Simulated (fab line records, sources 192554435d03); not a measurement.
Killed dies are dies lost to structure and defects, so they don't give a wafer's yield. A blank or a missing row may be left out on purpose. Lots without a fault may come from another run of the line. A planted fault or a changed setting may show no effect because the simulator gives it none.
fab line records | flow n5_finfet | part 1 of 2: steps 1 to 4 of 6
record lots=24 wafers=72 last_day=18
route steps=1938 shown FIN_SAQP@111 FIN_CUT@164
lots that met no fault: from a run of the same line without faults
start_h: hours from the record's first day to the start of the lot's first wafer shown | wait_h: hours since the lot's step before | " the same as in the row above | L1.1+2: a row that stands for several wafers | - no value, or no start given | * or withheld: withheld | < > ~ a bound
route shown NAME@n: a module of which the file shows steps, and the number in the route of the first | usual: mean/standard deviation of fault-free wafers | same: alike in all rows | chamber/n: place in a boat | sites: the reading at each site | _std_site: their standard deviation | _edge_site: outer sites' mean less inner sites' | radius_mm: how far each site lies from the wafer's centre | mask NAME#n: copy n | behind: the tool/chamber that last shaped the wafer | hold: why the lot was held/for how many hours/how that ended | device: the transistor (n, p or np) that didn't switch | end of line: the same wafers' tests at the end of the route | a step without rows: its recipe alone | killed: dies lost to structure and defects at the first sort, not the wafer's yield | map: a wafer's dies, x killed, . not, _ none there
set.NAME: the setting as run; set.NAME@STEP: as run at that earlier step | model.NAME: the simulator's own value behind a step, which no gauge read
steps of the route over a sample of lots; a table a step, a row a wafer
services: from which hour (start_h, from the record's first day; less than 0 if before it) a tool's chamber was out of use, for how many hours, and why
## steps
# step N5_FIN_SAQP_CD_MEAS_16
# recipe target_cd_nm=35.6 landing_energy_ev=500 detector=se_inlens
# usual cd_nm=35.7/0.37
# columns lot.wafer tool chamber start_h wait_h cd_nm
L074.3 cd_sem-01 0 23.53 - 35.3
L074.4 " 0 " " 35.1
L074.5 " 0 " " 35.6
L075.2 cd_sem-02 0 28.20 - 35.8
L075.3 " 0 " " 36.6
L075.5 " 0 " " 35.7
L076.1 cd_sem-03 0 33.60 - 35.7
L076.2 " 0 " " 36.0
L076.4 " 0 " " 35.9
L077.4 cd_sem-01 0 40.03 - 35.3
L077.5 " 0 " " 35.3
L077.6 " 0 " " 35.0
L078.2 cd_sem-02 0 45.95 - 35.7
L078.3 " 0 " " 35.2
L078.6 " 0 " " 35.7
L079.2 cd_sem-02 0 53.02 - 35.5
L079.3 " 0 " " 35.5
L079.4 " 0 " " 35.4
L080.2 cd_sem-01 0 57.93 - 35.9
L080.4 " 0 " " 35.7
L080.5 " 0 " " 35.1
L081.2 cd_sem-01 0 64.45 - 36.3
L081.5 " 0 " " 36.5
L081.6 " 0 " " 36.7
L082.1 cd_sem-01 0 71.01 - 35.6
L082.2 " 0 " " 35.2
L082.6 " 0 " " 35.9
L083.4 cd_sem-03 0 75.65 - 35.1
L083.5 " 0 " " 35.4
L083.6 " 0 " " 35.5
L084.2 cd_sem-01 0 81.83 - 36.1
L084.4 " 0 " " 36.1
L084.6 " 0 " " 35.6
L085.1 cd_sem-03 0 89.57 - 36.4
L085.4 " 0 " " 36.4
L085.5 " 0 " " 36.1
L086.1 cd_sem-01 0 95.16 - 35.0
L086.4 " 0 " " 35.3
L086.6 " 0 " " 35.1
L087.1 cd_sem-02 0 101.01 - 35.6
L087.2 " 0 " " 35.8
L087.3 " 0 " " 35.6
L088.1 cd_sem-02 0 105.83 - 35.4
L088.3 " 0 " " 35.7
L088.4 " 0 " " 35.3
L089.4 cd_sem-02 0 111.52 - 35.7
L089.5 " 0 " " 35.6
L089.6 " 0 " " 35.4
L090.1 cd_sem-03 0 118.47 - 36.4
L090.2 " 0 " " 36.0
L090.3 " 0 " " 36.0
L091.1 cd_sem-02 0 124.03 - 35.6
L091.3 " 0 " " 35.3
L091.6 " 0 " " 35.3
L092.1 cd_sem-02 0 129.59 - 35.4
L092.4 " 0 " " 35.3
L092.5 " 0 " " 35.4
L093.1 cd_sem-02 0 138.44 - 35.6
L093.4 " 0 " " 35.9
L093.6 " 0 " " 35.8
L094.2 cd_sem-01 0 142.43 - 35.7
L094.3 " 0 " " 35.6
L094.6 " 0 " " 35.8
L095.2 cd_sem-01 0 150.33 - 36.3
L095.4 " 0 " " 36.2
L095.5 " 0 " " 35.5
L096.3 cd_sem-01 0 154.84 - 35.7
L096.4 " 0 " " 35.6
L096.6 " 0 " " 35.3
L097.2 cd_sem-03 0 160.31 - 35.7
L097.3 " 0 " " 35.3
L097.5 " 0 " " 36.0
# step N5_FIN_SAQP_ETCH_65
# recipe chemistry=CF4 target=SiO2 target_depth_a=40 ion_energy_ev=350 time_s=4.4 pressure_mtorr=10 icp_w=800 bias_w=400 cf4_flow_sccm=80
# usual drypump_motor_current_A=5.9/0.38 oes_product_au=0.991/0.019 throttle_valve_pct=21.74/0.23
# columns lot.wafer tool chamber start_h wait_h drypump_motor_current_A oes_product_au rf_hours_counter_h throttle_valve_pct
L074.3 rie_si-05 1 26.20 0.1 5.5 0.972 8 21.56
L074.4 " 0 " " 5.8 1.029 162 21.53
L074.5 " 0 " " 5.8 1.020 - 21.54
L075.2 rie_si-03 1 30.45 0.1 6.2 1.002 24 21.77
L075.3 " 2 " " 5.4 0.976 109 21.69
L075.5 " 3 " " 5.7 0.957 - 21.87
L076.1 rie_si-05 1 36.73 0.1 5.5 0.970 8 21.55
L076.2 " 2 " " 6.5 0.988 188 22.23
L076.4 " 0 " " 5.8 1.018 162 21.55
L077.4 rie_si-05 0 42.67 0.1 5.8 1.024 162 21.55
L077.5 " 2 " " 6.5 0.980 - 22.21
L077.6 " 3 " " 5.5 0.989 - 21.72
L078.2 rie_si-06 2 48.77 0.1 6.3 1.010 120 21.66
L078.3 " 0 " " 6.0 1.002 93 21.63
L078.6 " 0 " " 6.0 1.013 - 21.63
L079.2 rie_si-06 3 55.47 0.1 5.6 0.984 180 21.40
L079.3 " 1 " " 6.5 0.987 8 21.56
L079.4 " 2 " " 6.3 0.998 120 21.64
L080.2 rie_si-03 2 60.20 0.1 5.4 0.988 109 21.70
L080.4 " 0 " " 6.0 0.964 98 22.09
L080.5 " 2 " " 5.4 0.977 - 21.72
L081.2 rie_si-05 3 67.26 0.1 5.5 0.988 150 21.73
L081.5 " 0 " " 5.8 1.026 - 21.53
L081.6 " 3 " " 5.5 0.992 - 21.72
L082.1 rie_si-06 0 73.38 0.1 6.0 1.014 93 21.62
L082.2 " 3 " " 5.6 0.980 180 21.41
L082.6 " 2 " " 6.3 1.007 - 21.64
L083.4 rie_si-03 2 78.18 0.0 5.4 0.987 110 21.68
L083.5 " 1 " " 6.2 1.009 - 21.77
L083.6 " 2 " " 5.4 0.986 - 21.69
L084.2 rie_si-05 3 84.32 0.1 5.5 0.999 150 21.72
L084.4 " 2 " " 6.5 0.973 189 22.23
L084.6 " 0 " " 5.8 1.006 - 21.53
L085.1 rie_si-05 0 92.17 0.1 5.8 1.013 163 21.53
L085.4 " 3 " " 5.4 0.996 150 21.71
L085.5 " 0 " " 5.8 1.017 - 21.53
L086.1 rie_si-05 0 98.77 0.1 5.8 1.008 163 21.55
L086.4 " 3 " " 5.5 0.995 150 21.72
L086.6 " 3 " " 5.5 0.996 - 21.71
L087.1 rie_si-05 1 103.79 0.1 5.5 0.956 9 21.55
L087.2 " 3 " " 5.5 0.992 150 21.72
L087.3 " 2 " " 6.5 0.988 190 22.24
L088.1 rie_si-05 1 108.18 0.1 5.5 0.959 9 21.57
L088.3 " 2 " " 6.5 0.988 190 22.22
L088.4 " 0 " " 5.8 1.017 164 21.54
L089.4 rie_si-05 0 114.64 0.1 5.8 1.011 164 21.54
L089.5 " 0 " " 5.8 1.023 - 21.54
L089.6 " 1 " " 5.5 0.963 - 21.55
L090.1 rie_si-03 1 120.73 0.1 6.2 1.019 26 21.78
L090.2 " 2 " " 5.4 0.981 110 21.70
L090.3 " 0 " " 6.1 0.986 99 22.07
L091.1 rie_si-06 3 126.61 0.1 5.6 0.980 181 21.39
L091.3 " 0 " " 6.0 1.019 94 21.64
L091.6 " 2 " " 6.3 1.010 - 21.62
L092.1 rie_si-05 0 134.30 0.1 5.8 1.017 164 21.54
L092.4 " 2 " " 6.5 0.986 190 22.22
L092.5 " 0 " " 5.8 1.018 - 21.54
L093.1 rie_si-03 2 141.85 0.1 5.4 0.987 111 21.71
L093.4 " 2 " " 5.4 0.987 - 21.70
L093.6 " 0 " " 6.1 0.966 - 22.07
L094.2 rie_si-05 2 146.88 0.1 6.5 0.980 190 22.21
L094.3 " 0 " " 5.8 1.012 164 21.55
L094.6 " 3 " " 5.4 0.996 - 21.72
L095.2 rie_si-03 3 152.93 0.1 5.8 0.984 101 21.86
L095.4 " 1 " " 6.2 1.015 26 21.76
L095.5 " 0 " " 6.1 0.975 - 22.06
L096.3 rie_si-05 0 157.72 0.1 5.8 1.019 165 21.53
L096.4 " 3 " " 5.5 0.999 151 21.73
L096.6 " 3 " " 5.5 1.001 - 21.73
L097.2 rie_si-03 2 162.59 0.1 5.4 0.977 111 21.69
L097.3 " 3 " " 5.8 0.971 101 21.86
L097.5 " 1 " " 6.2 1.010 - 21.76
# step N5_FIN_CUT_OVL_MEAS_09
# recipe points_per_wafer=522
# usual FIN_CUT_OVL=0.2/0.74
# columns lot.wafer tool chamber start_h wait_h FIN_CUT_OVL[nm]
L074.3 overlay-01 0 28.61 0.0 1.4
L074.4 " 0 " " 1.0
L074.5 " 0 " " 1.7
L075.2 overlay-01 0 33.32 0.0 0.0
L075.3 " 0 " " -0.3
L075.5 " 0 " " -0.3
L076.1 overlay-01 0 39.12 0.0 -1.6
L076.2 " 0 " " -0.7
L076.4 " 0 " " -0.3
L077.4 overlay-01 0 45.16 0.0 -1.0
L077.5 " 0 " " -0.6
L077.6 " 0 " " -0.1
L078.2 overlay-01 0 51.35 0.0 -0.6
L078.3 " 0 " " 0.5
L078.6 " 0 " " 0.1
L079.2 overlay-02 0 57.82 0.0 0.1
L079.3 " 0 " " 0.4
L079.4 " 0 " " -0.1
L080.2 overlay-02 0 62.69 0.0 0.5
L080.4 " 0 " " -0.2
L080.5 " 0 " " -1.0
L081.2 overlay-02 0 71.28 0.0 1.0
L081.5 " 0 " " -0.2
L081.6 " 0 " " 1.1
L082.1 overlay-01 0 76.03 0.0 1.6
L082.2 " 0 " " 1.6
L082.6 " 0 " " 1.6
L083.4 overlay-01 0 80.63 0.0 0.9
L083.5 " 0 " " 1.4
L083.6 " 0 " " 0.9
L084.2 overlay-01 0 86.96 0.0 0.1
L084.4 " 0 " " 0.7
L084.6 " 0 " " -0.1
L085.1 overlay-01 0 94.57 0.0 0.5
L085.4 " 0 " " 0.6
L085.5 " 0 " " 0.6
L086.1 overlay-02 0 101.60 0.0 0.2
L086.4 " 0 " " 0.9
L086.6 " 0 " " -0.1
L087.1 overlay-01 0 106.56 0.0 0.3
L087.2 " 0 " " 0.0
L087.3 " 0 " " 1.1
L088.1 overlay-02 0 110.71 0.0 0.7
L088.3 " 0 " " 0.4
L088.4 " 0 " " -0.1
L089.4 overlay-02 0 117.27 0.0 0.6
L089.5 " 0 " " -0.4
L089.6 " 0 " " -0.2
L090.1 overlay-01 0 123.16 0.0 -0.1
L090.2 " 0 " " -1.1
L090.3 " 0 " " 0.2
L091.1 overlay-02 0 129.04 0.0 0.7
L091.3 " 0 " " 0.6
L091.6 " 0 " " 1.3
L092.1 overlay-01 0 139.26 0.0 -0.7
L092.4 " 0 " " -0.1
L092.5 " 0 " " 0.4
L093.1 overlay-01 0 144.89 0.0 -0.1
L093.4 " 0 " " -0.3
L093.6 " 0 " " -0.8
L094.2 overlay-02 0 149.62 0.0 0.4
L094.3 " 0 " " 0.0
L094.6 " 0 " " 1.4
L095.2 overlay-02 0 155.57 0.0 -0.3
L095.4 " 0 " " -0.5
L095.5 " 0 " " 0.6
L096.3 overlay-01 0 160.23 0.0 -0.3
L096.4 " 0 " " 0.1
L096.6 " 0 " " 0.3
L097.2 overlay-02 0 164.90 0.0 -1.6
L097.3 " 0 " " -1.1
L097.5 " 0 " " -0.5
# step N5_FIN_CUT_DESCUM_13
# recipe chemistry=O2 time_s=7 source_power_w=50 bias_power_w=20 pressure_mtorr=20 rf_frequency_hz=2.712e+07 temp_c=40 resist=CAR-EUV o2_flow_sccm=225
# usual drypump_motor_current_A=5.7/0.42 oes_product_au=0.78/0.077 rf_vpp_V=243.1/1.4 showerhead_plenum_p_Torr=2.09/0.079 throttle_valve_pct=20.48/0.25
# columns lot.wafer tool chamber start_h wait_h drypump_motor_current_A oes_product_au rf_hours_counter_h rf_vpp_V showerhead_plenum_p_Torr throttle_valve_pct
L074.3 rie_diel-02 0 28.69 0.0 5.0 0.83 97 241.6 1.95 20.50
L074.4 " 0 " " 5.0 0.84 - 240.1 1.95 20.48
L074.5 " 1 " " 5.2 0.68 - 242.9 2.07 20.34
L075.2 rie_diel-03 1 33.72 0.3 5.8 0.71 215 243.5 2.15 20.60
L075.3 " 0 " " 5.4 0.76 136 243.8 2.12 20.92
L075.5 " 3 " " 6.2 0.87 - 244.9 2.21 20.36
L076.1 rie_diel-02 2 39.22 0.0 5.7 0.71 176 242.3 2.07 20.17
L076.2 " 0 " " 5.0 0.83 101 240.5 1.94 20.50
L076.4 " 3 " " 5.5 0.78 113 243.8 2.12 20.45
L077.4 rie_diel-02 0 45.38 0.2 5.0 0.83 104 242.3 1.94 20.50
L077.5 " 2 " " 5.7 0.72 - 243.1 2.07 20.14
L077.6 " 1 " " 5.2 0.68 - 243.2 2.06 20.35
L078.2 rie_diel-04 1 51.43 0.0 6.2 0.84 64 242.7 2.10 20.15
L078.3 " 3 " " 6.0 0.72 233 242.7 2.07 20.65
L078.6 " 1 " " 6.2 0.85 - 244.9 2.10 20.15
L079.2 rie_diel-03 3 57.91 0.0 6.3 0.86 62 245.4 2.21 20.38
L079.3 " 1 " " 5.8 0.71 223 244.9 2.15 20.62
L079.4 " 2 " " 5.7 0.93 16 244.0 2.13 20.32
L080.2 rie_diel-02 0 63.01 0.3 5.0 0.82 108 240.6 1.94 20.51
L080.4 " 1 " " 5.2 0.67 246 243.7 2.06 20.38
L080.5 " 1 " " 5.2 0.67 - 243.4 2.06 20.36
L081.2 rie_diel-03 2 71.36 0.0 5.7 0.92 20 244.1 2.13 20.33
L081.5 " 1 " " 5.8 0.71 - 245.3 2.15 20.63
L081.6 " 2 " " 5.7 0.92 - 244.7 2.13 20.34
L082.1 rie_diel-02 0 76.40 0.3 5.0 0.81 113 240.7 1.94 20.52
L082.2 " 2 " " 5.8 0.71 188 243.4 2.06 20.17
L082.6 " 2 " " 5.7 0.71 - 243.7 2.06 20.16
L083.4 rie_diel-03 1 81.31 0.6 5.8 0.69 232 244.8 2.15 20.63
L083.5 " 2 " " 5.7 0.91 - 243.0 2.13 20.33
L083.6 " 1 " " 5.8 0.70 - 243.2 2.15 20.65
L084.2 rie_diel-03 1 87.88 0.9 5.8 0.70 235 243.8 2.15 20.65
L084.4 " 0 " " 5.4 0.74 156 242.5 2.11 20.97
L084.6 " 3 " " 6.3 0.85 - 245.8 2.21 20.40
L085.1 rie_diel-03 0 94.66 0.0 5.4 0.75 158 244.1 2.11 20.95
L085.4 " 2 " " 5.7 0.90 29 241.8 2.13 20.34
L085.5 " 3 " " 6.3 0.84 - 245.0 2.20 20.40
L086.1 rie_diel-02 0 101.77 0.1 5.0 0.81 126 241.8 1.94 20.53
L086.4 " 3 " " 5.4 0.75 138 243.9 2.11 20.48
L086.6 " 2 " " 5.8 0.70 - 244.2 2.06 20.19
L087.1 rie_diel-02 3 106.66 0.0 5.4 0.74 138 244.1 2.11 20.48
L087.2 " 1 " " 5.2 0.98 4 242.5 2.06 20.02
L087.3 " 0 " " 5.0 0.81 127 238.9 1.94 20.52
L088.1 rie_diel-04 1 110.80 0.0 6.2 0.83 73 242.9 2.10 20.17
L088.3 " 0 " " 6.4 0.80 88 241.3 1.95 20.51
L088.4 " 3 " " 6.0 0.70 242 242.5 2.06 20.67
L089.4 rie_diel-02 2 117.34 0.0 5.8 0.69 205 242.5 2.06 20.18
L089.5 " 0 " " 5.0 0.81 - 241.0 1.94 20.55
L089.6 " 3 " " 5.5 0.75 - 243.2 2.11 20.48
L090.1 rie_diel-04 3 123.49 0.3 6.1 0.70 246 241.8 2.06 20.70
L090.2 " 2 " " 5.5 0.68 237 243.3 2.18 20.76
L090.3 " 1 " " 6.2 0.82 77 244.2 2.10 20.19
L091.1 rie_diel-04 1 129.13 0.0 6.2 0.81 78 244.0 2.10 20.17
L091.3 " 0 " " 6.3 0.80 93 240.0 1.94 20.51
L091.6 " 1 " " 6.2 0.81 - 243.4 2.10 20.18
L092.1 rie_diel-02 3 139.36 0.0 5.4 0.74 148 245.4 2.10 20.50
L092.4 " 1 " " 5.2 0.94 13 241.8 2.06 20.03
L092.5 " 0 " " 5.0 0.79 - 240.8 1.93 20.55
L093.1 rie_diel-03 3 144.98 0.0 6.2 0.83 89 244.1 2.20 20.42
L093.4 " 2 " " 5.7 0.88 - 242.6 2.13 20.36
L093.6 " 3 " " 6.3 0.83 - 244.7 2.20 20.43
L094.2 rie_diel-03 2 149.95 0.3 5.7 0.87 45 243.7 2.12 20.35
L094.3 " 3 " " 6.3 0.83 91 244.2 2.20 20.42
L094.6 " 3 " " 6.3 0.83 - 246.3 2.20 20.42
L095.2 rie_diel-03 0 155.65 0.0 5.4 0.72 176 241.9 2.11 20.99
L095.4 " 3 " " 6.3 0.82 - 245.2 2.20 20.44
L095.5 " 2 " " 5.7 0.87 - 243.2 2.12 20.38
L096.3 rie_diel-04 1 160.32 0.0 6.2 0.80 91 243.4 2.09 20.21
L096.4 " 2 " " 5.5 0.66 - 244.1 2.17 20.78
L096.6 " 1 " " 6.2 0.80 - 243.5 2.09 20.20
L097.2 rie_diel-03 3 165.56 0.6 6.3 0.83 97 243.9 2.20 20.43
L097.3 " 2 " " 5.7 0.85 52 244.6 2.12 20.36
L097.5 " 0 " " 5.4 0.72 - 243.9 2.10 21.00
